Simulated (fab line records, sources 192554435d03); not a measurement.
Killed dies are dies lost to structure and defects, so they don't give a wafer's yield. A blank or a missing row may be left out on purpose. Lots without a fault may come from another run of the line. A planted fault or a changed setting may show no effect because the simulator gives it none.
Chamber matching | flow n5_finfet | N5_GATE_CUT_STRIP_42 on rie_diel-05: 4 sister chambers
The step strips in O2. 4 wafers are shown with their chamber, then 11 later ones without.

WAFERS WITH THEIR CHAMBER
wafer  | chamber | showerhead_plenum_p_Torr (Torr)
L082.2 | 0       | 2.20
L082.3 | 3       | 2.18
L082.6 | 2       | 2.16
L087.2 | 1       | 2.01

WAFERS WITHOUT THEIR CHAMBER
wafer  | showerhead_plenum_p_Torr (Torr)
L087.3 | 2.17
L087.4 | 2.16
L088.2 | 2.20
L088.5 | 2.17
L088.6 | 2.20
L090.1 | 2.15
L090.2 | 2.01
L090.3 | 2.17
L092.1 | 2.15
L092.4 | 2.20
L092.6 | 2.01

WHICH CHAMBER EACH WENT THROUGH
wafer  | from the rows above     | in truth
L087.3 | can't be placed: 2 or 3 | 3
L087.4 | 2                       | 2
L088.2 | 0                       | 0
L088.5 | can't be placed: 2 or 3 | 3
L088.6 | 0                       | 0
L090.1 | 2                       | 2
L090.2 | 1                       | 1
L090.3 | can't be placed: 2 or 3 | 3
L092.1 | 2                       | 2
L092.4 | 0                       | 0
L092.6 | 1                       | 1
Placed correctly: 8 of 11. Can't be placed from these rows: 3 (the true chamber is among the candidates in 3). Placed wrongly: 0.
How it was worked out, from the rows above alone: a wafer's distance from a chamber is the root of the sum, over the readings, of the square of ((its reading less the chamber's mean) divided by the reading's scatter). The wafer belongs to the nearest chamber; if the next one is less than 2 further off, it can't be placed. A chamber's mean is the mean of its shown wafers. The scatter: with one shown wafer a chamber, the root of the mean of the squares of how far each hidden wafer lies from its nearest shown one.
